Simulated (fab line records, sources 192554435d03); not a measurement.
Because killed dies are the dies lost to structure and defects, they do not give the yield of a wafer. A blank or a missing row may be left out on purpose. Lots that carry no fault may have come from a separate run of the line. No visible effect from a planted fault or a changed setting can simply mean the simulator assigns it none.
fab line records | flow n5Finfet
record: lots: 7 wafers: 39
route steps=1938 shown ZERO_LAYER@4 WELL_APT@47 FIN_CUT@160 MOL_CONTACT_COAG@581
startH: hours from the record's first day to the start of the lot's first wafer shown | waitH: hours from the lot's prior step to this one | " same as the row above | L1.1+2: a single row standing in for several wafers | - no value present, or no start provided | * or withheld: withheld | < > ~ a bound
route shown NAME@n: NAME is a module with steps in the file, n the number in the route of the first one | usual: mean/standard deviation taken from wafers without a fault | same: alike in all rows | chamber/n: place in a boat | sites: the reading at each site | _std_site: standard deviation across them | _edge_site: inner sites' mean taken away from outer sites' mean | radiusMm: for every site, how far away it sits from the centre of the wafer | mask NAME#n: copy n | behind: the last tool/chamber to shape the wafer | hold: the reason the lot was held/the length of the hold in hours/how it ended | device: names the non-switching transistor (n, p or np) | end of line: the tests these same wafers got at the end of their route | a step given without rows: its recipe and nothing more | killed: dies lost to structure and defects at the first sort, not the wafer's yield | map: shows each die of a wafer: x if killed, . if not, _ if none is there
set.NAME: the run value of the setting; set.NAME@STEP: its run value at that earlier step | model.NAME: the simulator's own value behind a step, which no gauge read
one table per step and one row per wafer, for lots whose settings were changed on purpose
== steps ==
step: N5_ZERO_LAYER_PECVD_02
recipe: material: SiO2 targetThkA: 100 tempC: 400 precursor: SiH4/N2O pressureTorr: 0.75 rfW: 275 timeS: 6
columns lot.wafer tool chamber startH waitH set.targetThkA model.SiO2_of_ZERO_LAYER_PECVD_02.thkNm
L074.1 pecvd-03 0 12.28 0.0 89.95 8.854
L074.2 " 2 " " 89.95 8.914
L074.3 " 1 " " 100 9.893
L074.4 " 0 " " 100 9.89
L074.5 " 1 " " 100 9.879
L074.6 " 2 " " 89.95 9.094
L076.1 pecvd-04 1 24.47 0.0 100 9.934
L076.2 " 2 " " 100 9.995
L076.3 " 0 " " 100 9.886
L076.4 " 1 " " 100 9.894
L076.5 " 0 " " 100 10.05
L076.6 " 2 " " 100 10.2
L090.1 pecvd-03 1 108.29 0.0 100 9.946
L090.2 " 0 " " 84.12 8.384
L090.3 " 2 " " 100 10.22
L090.4 " 1 " " 100 10.16
L090.5 " 0 " " 84.12 8.488
L090.6 " 2 " " 84.12 8.638
L091.1 pecvd-01 1 114.29 0.0 100 9.88
L091.2 " 0 " " 100 9.952
L091.3 " 2 " " 110.7 10.77
L091.4 " 2 " " 100 10.03
L091.5 " 0 " " 110.7 11.21
L091.6 " 1 " " 110.7 11.12
L092.1 pecvd-03 0 120.28 0.0 100 9.825
L092.2 " 1 " " 100 9.997
L092.3 " 2 " " 105.7 10.47
L092.4 " 2 " " 100 10.01
L092.5 " 0 " " 105.7 10.52
L092.6 " 1 " " 105.7 10.61
L093.1 pecvd-04 0 126.28 0.0 113.6 11.06
L093.2 " 1 " " 113.6 11.16
L093.3 " 2 " " 100 9.84
L093.4 " 0 " " 113.6 11.26
L093.5 " 2 " " 100 9.933
L093.6 " 1 " " 100 9.926
L095.2 pecvd-01 2 138.30 0.0 100 9.964
L095.5 " 2 " " 100 10.01
L095.6 " 0 " " 100 10.14
step: N5_WELL_APT_IMPLANT_31
recipe: species: B energyKev: 60 doseCm2: 1.5e+13 tiltDeg: 0 rotationDeg: 0
columns lot.wafer tool chamber startH waitH set.energyKev model.implant.rpNm model.implant.drpNm
L074.1+3+6 implanter-01 0 15.39 0.1 60 184.5 64.53
L074.2+4+5 " 0 " " 54.02 167.6 60.98
L076.1+2+3+4+5+6 implanter-01 0 27.06 0.1 60 181.4 64.53
L090.1+4+6 implanter-02 0 111.12 0.1 64.38 212.4 66.94
L090.2+3+5 " 0 " " 60 192.9 64.53
L091.1+2+3+4+5+6 implanter-01 0 116.99 0.1 60 186.1 64.53
L092.1+4+5 implanter-02 0 123.56 0.1 60 190.9 64.53
L092.2+3+6 " 0 " " 56.96 182 62.76
L093.1+2+6 implanter-01 0 129.45 0.1 55.74 181.8 62.03
L093.3+4+5 " 0 " " 60 194.5 64.53
L095.2+5+6 implanter-01 0 141.67 0.1 60 191.3 64.53
step: N5_WELL_APT_EPI_41
recipe: material: Si targetThkA: 500 tempC: 650 precursor: SiH4/H2 pressureTorr: 20 timeS: 297.7
columns lot.wafer tool chamber startH waitH set.timeS model.Si_of_WELL_APT_EPI_41.thkNm
L074.1 epiRpcvd-01 0 16.30 0.0 319.2 54.12
L074.2 " 0 " " 297.7 50.43
L074.3 " 0 " " 297.7 50.55
L074.4 " 0 " " 319.2 54.37
L074.5 " 0 " " 319.2 53.84
L074.6 " 0 " " 297.7 50.15
L076.1 epiRpcvd-01 0 27.96 0.0 297.7 49.87
L076.2 " 0 " " 289 48.48
L076.3 " 0 " " 289 48.51
L076.4 " 0 " " 297.7 49.67
L076.5 " 0 " " 297.7 49.52
L076.6 " 0 " " 289 48.29
L090.1 epiRpcvd-01 0 112.15 0.0 281.7 46.31
L090.2 " 0 " " 297.7 48.93
L090.3 " 0 " " 297.7 49.92
L090.4 " 0 " " 297.7 49.82
L090.5 " 0 " " 281.7 46.95
L090.6 " 0 " " 281.7 46.76
L091.1 epiRpcvd-04 0 117.91 0.0 297.7 50.29
L091.2 " 0 " " 276 46.32
L091.3 " 0 " " 276 46.58
L091.4 " 0 " " 297.7 49.87
L091.5 " 0 " " 276 46.83
L091.6 " 0 " " 297.7 50.25
L092.1 epiRpcvd-02 0 124.73 0.0 278 46.87
L092.2 " 0 " " 297.7 50.39
L092.3 " 0 " " 278 46.96
L092.4 " 0 " " 297.7 50.53
L092.5 " 0 " " 278 47.1
L092.6 " 0 " " 297.7 50.41
L093.1 epiRpcvd-04 0 130.50 0.0 288.6 48.88
L093.2 " 0 " " 297.7 50.02
L093.3 " 0 " " 288.6 48.75
L093.4 " 0 " " 297.7 50.31
L093.5 " 0 " " 297.7 50.67
L093.6 " 0 " " 288.6 48.73
L095.2 epiRpcvd-02 0 143.27 0.2 297.7 49.5
L095.5 " 0 " " 297.7 49.98
L095.6 " 0 " " 297.7 49.74
step: N5_FIN_CUT_EXPOSE_05
recipe: maskId: FIN_CUT na: 0.33 sourceShape: annular sigmaInner: 0.35 sigmaOuter: 0.8 polarization: unpolarized doseMj: 45.75
columns lot.wafer tool chamber startH waitH mask set.doseMj
L074.1+2+3+4+5+6 euvScanner-01 0 27.33 - FIN_CUT#0 45.75
L076.1+3+6 euvScanner-01 0 40.33 - FIN_CUT#0 45.75
L076.2+4+5 " 0 " " FIN_CUT#0 46.88
L090.1+2+3 euvScanner-01 0 123.45 - FIN_CUT#0 48.19
L090.4+5+6 " 0 " " FIN_CUT#0 45.75
L091.1+2+3+4+5+6 euvScanner-01 0 128.00 - FIN_CUT#0 45.75
L092.1+3+6 euvScanner-01 0 137.03 - FIN_CUT#0 48.92
L092.2+4+5 " 0 " " FIN_CUT#0 45.75
L093.1+2+5 euvScanner-02 0 142.25 - FIN_CUT#0 45.75
L093.3+4+6 " 0 " " FIN_CUT#0 48.31
L095.2+5+6 euvScanner-01 0 154.65 - FIN_CUT#0 45.75
step: N5_FIN_CUT_PEB_06
recipe: pebTempC: 100 pebTimeS: 60 resist: CAR-EUV
step: N5_FIN_CUT_DEVELOP_07
recipe: developTimeS: 30 developer: TMAH resist: CAR-EUV rinseLiquid: surfactantRinse dry: airSpin devTempC: 23
step: N5_FIN_CUT_CD_MEAS_08
recipe: targetCdNm: 29.1 landingEnergyEv: 500 detector: seInlens polarity: opening
usual: cdNm: 29.06/0.23
columns lot.wafer tool chamber startH waitH set.doseMj@FIN_CUT_EXPOSE_05 cdNm
L074.1 cdSem-03 0 27.46 - 45.75 29.08
L074.2 " 0 " " 45.75 29.04
L074.3 " 0 " " 45.75 29.39
L074.4 " 0 " " 45.75 29.06
L074.5 " 0 " " 45.75 29.13
L074.6 " 0 " " 45.75 28.73
L076.1 cdSem-02 0 40.47 - 45.75 29.20
L076.2 " 0 " " 46.88 29.59
L076.3 " 0 " " 45.75 29.30
L076.4 " 0 " " 46.88 29.62
L076.5 " 0 " " 46.88 29.38
L076.6 " 0 " " 45.75 28.91
L090.1 cdSem-03 0 123.58 - 48.19 29.44
L090.2 " 0 " " 48.19 29.98
L090.3 " 0 " " 48.19 30.13
L090.4 " 0 " " 45.75 29.15
L090.5 " 0 " " 45.75 28.67
L090.6 " 0 " " 45.75 29.03
L091.1 cdSem-02 0 128.13 - 45.75 29.16
L091.2 " 0 " " 45.75 28.95
L091.3 " 0 " " 45.75 28.83
L091.4 " 0 " " 45.75 29.08
L091.5 " 0 " " 45.75 28.77
L091.6 " 0 " " 45.75 28.83
L092.1 cdSem-03 0 137.16 - 48.92 30.60
L092.2 " 0 " " 45.75 28.61
L092.3 " 0 " " 48.92 30.09
L092.4 " 0 " " 45.75 29.26
L092.5 " 0 " " 45.75 28.79
L092.6 " 0 " " 48.92 30.15
L093.1 cdSem-01 0 142.39 - 45.75 28.98
L093.2 " 0 " " 45.75 28.72
L093.3 " 0 " " 48.31 29.49
L093.4 " 0 " " 48.31 30.04
L093.5 " 0 " " 45.75 28.82
L093.6 " 0 " " 48.31 29.75
L095.2 cdSem-03 0 154.78 - 45.75 28.98
L095.5 " 0 " " 45.75 28.91
L095.6 " 0 " " 45.75 29.03
step: N5_FIN_CUT_DESCUM_13
recipe: chemistry: O2 timeS: 7 sourcePowerW: 50 biasPowerW: 20 pressureMtorr: 20 rfFrequencyHz: 2.712e+07 tempC: 40 resist: CAR-EUV o2FlowSccm: 225
step: N5_FIN_CUT_ETCH_30
recipe: chemistry: N2/H2 target: underlayer targetDepthA: 130 maskMaterial: CAR-EUV timeS: 10.4 ionEnergyEv: 200 pressureMtorr: 30 sourceW: 840 biasW: 150 n2FlowSccm: 200 h2FlowSccm: 200 ends: cleared
columns lot.wafer tool chamber startH waitH set.doseMj@FIN_CUT_EXPOSE_05 model.FIN_CUT.cdOffsetNm
L074.1+2+4+5 rieDiel-05 2,1,0,2 27.62 0.0 45.75 0
L074.3+6 " 3 " " 45.75 -0.2
L076.1 rieDiel-03 1 40.71 0.0 45.75 0.2
L076.2+5 " 0 " " 46.88 0.6
L076.3+6 " 2,3 " " 45.75 0
L076.4 " 3 " " 46.88 0.4
L090.1+3 rieDiel-03 1,3 123.74 0.0 48.19 1
L090.2 " 0 " " 48.19 0.8
L090.4+5 " 3,0 " " 45.75 -0.2
L090.6 " 1 " " 45.75 0
L091.1+2+5 rieDiel-03 1,0,3 128.33 0.0 45.75 -0.2
L091.3+4+6 " 3,1,0 " " 45.75 0
L092.1 rieDiel-04 2 137.32 0.0 48.92 1.2
L092.2+4+5 " 1,3,1 " " 45.75 -0.2
L092.3+6 " 0 " " 48.92 1
L093.1+2+5 rieDiel-03 1,0,0 142.71 0.0 45.75 0
L093.3+4+6 " 3,1,3 " " 48.31 0.8
L095.2+6 rieDiel-05 3 154.94 0.0 45.75 -0.2
L095.5 " 0 " " 45.75 0
step: N5_FIN_CUT_ETCH_20
recipe: chemistry: CF4 target: SiARC targetDepthA: 260 maskMaterial: CAR-EUV timeS: 43.3 ionEnergyEv: 80 pressureMtorr: 40 sourceW: 545 biasW: 36 Ar_flow_sccm: 100 cf4FlowSccm: 100 ends: cleared
columns lot.wafer tool chamber startH waitH set.doseMj@FIN_CUT_EXPOSE_05 model.FIN_CUT.cdOffsetNm
L074.1+2+4 rieDiel-05 2,1,0 27.64 0.0 45.75 0.2
L074.3+5+6 " 3,2,3 " " 45.75 0
L076.1+3 rieDiel-03 1,2 40.73 0.0 45.75 0
L076.2+5 " 0 " " 46.88 0.6
L076.4 " 3 " " 46.88 0.4
L076.6 " 3 " " 45.75 -0.2
L090.1 rieDiel-03 1 123.76 0.0 48.19 1.2
L090.2 " 0 " " 48.19 0.8
L090.3 " 3 " " 48.19 1
L090.4 " 3 " " 45.75 -0.2
L090.5+6 " 0,1 " " 45.75 0
L091.1+3+6 rieDiel-03 1,3,0 128.35 0.0 45.75 0
L091.2+4 " 0,1 " " 45.75 -0.2
L091.5 " 3 " " 45.75 -0.4
L092.1 rieDiel-04 2 137.34 0.0 48.92 1.4
L092.2+4+5 " 1,3,1 " " 45.75 0
L092.3 " 0 " " 48.92 1.2
L092.6 " 0 " " 48.92 1
L093.1+2 rieDiel-03 1,0 142.73 0.0 45.75 0
L093.3 " 3 " " 48.31 0.6
L093.4 " 1 " " 48.31 1
L093.5 " 0 " " 45.75 0.2
L093.6 " 3 " " 48.31 0.8
L095.2+6 rieDiel-05 3 154.96 0.0 45.75 -0.2
L095.5 " 0 " " 45.75 0
step: N5_FIN_CUT_ETCH_21
recipe: chemistry: N2/H2 target: SOC targetDepthA: 2190 overetchA: 438 maskMaterial: SiARC tempC: 40 ionEnergyEv: 100 biasW: 61 timeS: 523.5 pressureMtorr: 30 sourceW: 850 n2FlowSccm: 200 h2FlowSccm: 200
columns lot.wafer tool chamber startH waitH set.doseMj@FIN_CUT_EXPOSE_05 model.FIN_CUT.cdOffsetNm
L074.1+2+5 rieDiel-05 2,1,2 27.68 0.0 45.75 0.4
L074.3 " 3 " " 45.75 0.6
L074.4 " 0 " " 45.75 0.2
L074.6 " 3 " " 45.75 0
L076.1 rieDiel-03 1 40.77 0.0 45.75 -0.8
L076.2 " 0 " " 46.88 0.2
L076.3 " 2 " " 45.75 -0.4
L076.4+5 " 3,0 " " 46.88 0
L076.6 " 3 " " 45.75 -0.6
L090.1 rieDiel-03 1 123.80 0.0 48.19 1.2
L090.2 " 0 " " 48.19 0.8
L090.3 " 3 " " 48.19 1.6
L090.4+5 " 3,0 " " 45.75 0
L090.6 " 1 " " 45.75 0.2
L091.1+6 rieDiel-03 1,0 128.39 0.0 45.75 0
L091.2 " 0 " " 45.75 -0.2
L091.3+4 " 3,1 " " 45.75 0.2
L091.5 " 3 " " 45.75 -0.4
L092.1+6 rieDiel-04 2,0 137.38 0.0 48.92 1
L092.2+5 " 1 " " 45.75 -0.4
L092.3 " 0 " " 48.92 1.4
L092.4 " 3 " " 45.75 0
L093.1 rieDiel-03 1 142.77 0.0 45.75 0.2
L093.2+5 " 0 " " 45.75 0
L093.3+4+6 " 3,1,3 " " 48.31 1
L095.2+5 rieDiel-05 3,0 154.99 0.0 45.75 -0.2
L095.6 " 3 " " 45.75 0.2
step: N5_FIN_CUT_CUT_ETCH_26
recipe: chemistry: CH3F/O2 target: SiNx targetDepthA: 390 maskMaterial: SOC timeS: 55.7 pressureMtorr: 30 sourceW: 395 biasW: 73 Ar_flow_sccm: 150 CH3F_flow_sccm: 30 O2_flow_sccm: 20 ionEnergyEv: 120
columns lot.wafer tool chamber startH waitH set.timeS set.doseMj@FIN_CUT_EXPOSE_05 model.FIN_CUT.cdOffsetNm model.etch.depthNm model.SOC_of_FIN_CUT_COAT_18.thkNm
L074.1 rieDiel-05 2 28.03 0.0 55.7 45.75 0.4 39.33 211.6
L074.2 " 1 " " 55.7 45.75 0.6 39.35 211.4
L074.3 " 3 " " 55.7 45.75 0.6 40.6 211.6
L074.4 " 0 " " 55.7 45.75 0.4 39.18 211.8
L074.5 " 2 " " 55.7 45.75 0.4 39.47 211.2
L074.6 " 3 " " 55.7 45.75 0 40.76 211.2
L076.1 rieDiel-03 1 41.11 0.0 47.43 45.75 -1 32.46 215
L076.2 " 0 " " 47.43 46.88 0 33.23 214.2
L076.3 " 2 " " 55.7 45.75 -0.4 39.26 211.4
L076.4 " 3 " " 55.7 46.88 0 39.17 211.2
L076.5 " 0 " " 55.7 46.88 0 38.84 211.2
L076.6 " 3 " " 47.43 45.75 -0.6 33.39 213.8
L090.1 rieDiel-03 1 124.14 0.0 65.68 48.19 1.4 47.85 207.6
L090.2 " 0 " " 55.7 48.19 0.8 39.16 211.4
L090.3 " 3 " " 65.68 48.19 1.6 46.39 208
L090.4 " 3 " " 55.7 45.75 0 39.31 211.8
L090.5 " 0 " " 55.7 45.75 0 39.28 211.4
L090.6 " 1 " " 65.68 45.75 0.4 47.6 208
L091.1 rieDiel-03 1 128.73 0.0 50.98 45.75 -0.2 36.9 212.2
L091.2 " 0 " " 55.7 45.75 -0.4 39.17 211
L091.3 " 3 " " 55.7 45.75 0.4 39.35 211.2
L091.4 " 1 " " 55.7 45.75 0.2 40.28 211
L091.5 " 3 " " 50.98 45.75 -0.4 36.01 213.4
L091.6 " 0 " " 50.98 45.75 0 35.83 212
L092.1 rieDiel-04 2 137.72 0.0 50.68 48.92 0.8 35.32 214
L092.2 " 1 " " 55.7 45.75 -0.4 38.54 212.6
L092.3 " 0 " " 50.68 48.92 1.2 35.76 214.2
L092.4 " 3 " " 50.68 45.75 0 34.86 214.4
L092.5 " 1 " " 55.7 45.75 -0.6 38.69 213.2
L092.6 " 0 " " 55.7 48.92 1 39.3 212.4
L093.1 rieDiel-03 1 143.11 0.0 55.7 45.75 0.2 40.36 212
L093.2 " 0 " " 55.7 45.75 0 39.23 212.2
L093.3 " 3 " " 55.7 48.31 1 39.54 211.8
L093.4 " 1 " " 61.8 48.31 1 45.07 209.2
L093.5 " 0 " " 61.8 45.75 0.2 43.49 209.8
L093.6 " 3 " " 61.8 48.31 1 44.16 209.8
L095.2 rieDiel-05 3 155.34 0.0 55.7 45.75 -0.2 40.3 210.8
L095.5 " 0 " " 55.7 45.75 0 38.87 212.2
L095.6 " 3 " " 55.7 45.75 0.2 40.16 210.8
step: N5_FIN_CUT_CUT_ETCH_27
recipe: chemistry: CHF3/O2 target: SiO2 targetDepthA: 40 maskMaterial: SOC overetchA: 20 timeS: 4.9 pressureMtorr: 30 sourceW: 650 biasW: 170 Ar_flow_sccm: 200 CHF3_flow_sccm: 50 O2_flow_sccm: 5 ionEnergyEv: 200
step: N5_FIN_CUT_PRECLEAN_35
recipe: timeS: 13.3 tempC: 45 pressureTorr: 125 pHfTorr: 3 pCoreactantTorr: 25 chemistry: vHF
step: N5_FIN_CUT_CUT_ETCH_15
recipe: chemistry: HBr/Cl2/O2 target: Si targetDepthA: 1000 btTimeS: 10 maskMaterial: SOC timeS: 42.4 ionEnergyEv: * biasW: * pressureMtorr: 10 icpW: 800 HBr_flow_sccm: 150 Cl2_flow_sccm: 80 O2_flow_sccm: 12
columns lot.wafer tool chamber startH waitH set.timeS@FIN_CUT_CUT_ETCH_26 model.SOC_of_FIN_CUT_COAT_18.thkNm
L074.1+6 rieSi-05 3,0 28.23 0.1 55.7 169.8
L074.2 " 0 " " 55.7 170.2
L074.3+5 " 2,1 " " 55.7 170.4
L074.4 " 1 " " 55.7 171
L076.1 rieSi-05 1 41.56 0.1 47.43 174.6
L076.2 " 2 " " 47.43 173.6
L076.3 " 0 " " 55.7 170.2
L076.4 " 3 " " 55.7 170
L076.5 " 0 " " 55.7 170.6
L076.6 " 1 " " 47.43 173.2
L090.1 rieSi-04 2 124.34 0.1 65.68 165.6
L090.2 " 3 " " 55.7 170
L090.3+6 " 1,0 " " 65.68 166.6
L090.4 " 0 " " 55.7 170.2
L090.5 " 3 " " 55.7 170.6
L091.1 rieSi-02 2 128.93 0.1 50.98 171.2
L091.2 " 3 " " 55.7 169.6
L091.3 " 1 " " 55.7 170.6
L091.4 " 0 " " 55.7 169.8
L091.5 " 3 " " 50.98 172.4
L091.6 " 2 " " 50.98 171
L092.1 rieSi-04 1 137.92 0.1 50.68 173
L092.2 " 3 " " 55.7 171.8
L092.3+4 " 0,2 " " 50.68 173.2
L092.5 " 3 " " 55.7 172.2
L092.6 " 0 " " 55.7 171.2
L093.1 rieSi-04 2 143.30 0.1 55.7 170
L093.2 " 3 " " 55.7 170.8
L093.3 " 0 " " 55.7 170.6
L093.4 " 1 " " 61.8 167.2
L093.5 " 2 " " 61.8 168
L093.6 " 3 " " 61.8 168.6
L095.2 rieSi-04 3 155.53 0.1 55.7 169.8
L095.5 " 3 " " 55.7 171.2
L095.6 " 2 " " 55.7 169.4
step: N5_MOL_CONTACT_COAG_ETCH_91
recipe: chemistry: N2/H2 target: SOC targetDepthA: 600 overetchA: 210 maskMaterial: SiARC tempC: 40 timeS: 101.2 ionEnergyEv: 200 pressureMtorr: 30 sourceW: 840 biasW: 150 n2FlowSccm: 200 h2FlowSccm: 200
usual: rfVppV: 523.5/2.1
columns lot.wafer tool chamber startH waitH set.sourceW rfVppV
L074.1 rieDiel-01 0 99.21 0.0 791.1 532.2
L074.2 " 1 " " 791.1 534.3
L074.3 " 3 " " 840 523.6
L074.4 " 2 " " 791.1 533.0
L074.5 " 1 " " 840 523.9
L074.6 " 2 " " 840 522.5
L076.1 rieDiel-01 0 112.80 0.0 791.7 532.7
L076.2 " 1 " " 840 523.1
L076.3 " 2 " " 840 521.8
L076.4 " 2 " " 791.7 533.5
L076.5 " 0 " " 840 521.6
L076.6 " 1 " " 791.7 532.6
L090.1 rieDiel-01 3 195.10 0.0 840 522.5
L090.2 " 0 " " 923.5 506.5
L090.3 " 2 " " 840 522.5
L090.4 " 1 " " 923.5 507.2
L090.5 " 0 " " 840 521.7
L090.6 " 3 " " 923.5 506.2
L091.1 rieDiel-06 3 198.49 0.0 840 519.9
L091.2 " 2 " " 897.6 511.5
L091.3 " 0 " " 840 527.2
L091.4 " 1 " " 897.6 512.4
L091.5 " 0 " " 897.6 514.5
L091.6 " 1 " " 840 523.3
L092.1 rieDiel-06 2 205.88 0.0 840 521.8
L092.2 " 3 " " 765.3 536.2
L092.3 " 0 " " 765.3 545.5
L092.4 " 1 " " 840 524.3
L092.5 " 0 " " 840 526.2
L092.6 " 3 " " 765.3 537.3
L093.1 rieDiel-01 0 211.64 0.0 840 523.2
L093.2 " 2 " " 840 523.2
L093.3 " 3 " " 840 521.9
L093.4 " 1 " " 840 522.6
L093.5 " 2 " " 840 522.7
L093.6 " 1 " " 840 522.2
L095.2 rieDiel-02 1 226.58 0.0 840 521.7
L095.5 " 2 " " 840 521.7
L095.6 " 3 " " 840 525.2
== key ==
split: step: N5_ZERO_LAYER_PECVD_02 setting: targetThkA stated: 100 by: wafer
response: step: N5_ZERO_LAYER_PECVD_02 reading: model.SiO2_of_ZERO_LAYER_PECVD_02.thkNm change: +0.0977 per: 1% r: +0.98
split: step: N5_WELL_APT_IMPLANT_31 setting: energyKev stated: 60 by: wafer
response: step: N5_WELL_APT_IMPLANT_31 reading: model.implant.rpNm change: +1.96 per: 1% r: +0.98
response: step: N5_WELL_APT_IMPLANT_31 reading: model.implant.drpNm change: +0.348 per: 1% r: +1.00
split: step: N5_WELL_APT_EPI_41 setting: timeS stated: 297.7 by: wafer
response: step: N5_WELL_APT_EPI_41 reading: model.Si_of_WELL_APT_EPI_41.thkNm change: +0.509 per: 1% r: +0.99
split: step: N5_FIN_CUT_EXPOSE_05 setting: doseMj stated: 45.75 by: wafer
response: step: N5_FIN_CUT_CD_MEAS_08 reading: cdNm change: +0.181 per: 1% r: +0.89
response: step: N5_FIN_CUT_ETCH_30 reading: model.FIN_CUT.cdOffsetNm change: +0.176 per: 1% r: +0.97
response: step: N5_FIN_CUT_ETCH_20 reading: model.FIN_CUT.cdOffsetNm change: +0.172 per: 1% r: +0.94
response: step: N5_FIN_CUT_ETCH_21 reading: model.FIN_CUT.cdOffsetNm change: +0.199 per: 1% r: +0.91
response: step: N5_FIN_CUT_CUT_ETCH_26 reading: model.FIN_CUT.cdOffsetNm change: +0.191 per: 1% r: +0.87
split: step: N5_FIN_CUT_CUT_ETCH_26 setting: timeS stated: 55.7 by: wafer
response: step: N5_FIN_CUT_CUT_ETCH_26 reading: model.etch.depthNm change: +0.422 per: 1% r: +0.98
response: step: N5_FIN_CUT_CUT_ETCH_26 reading: model.SOC_of_FIN_CUT_COAT_18.thkNm change: -0.2 per: 1% r: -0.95
response: step: N5_FIN_CUT_CUT_ETCH_15 reading: model.SOC_of_FIN_CUT_COAT_18.thkNm change: -0.218 per: 1% r: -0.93
split: step: N5_MOL_CONTACT_COAG_ETCH_91 setting: sourceW stated: 840 by: wafer
response: step: N5_MOL_CONTACT_COAG_ETCH_91 reading: rfVppV change: -1.67 per: 1% r: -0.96
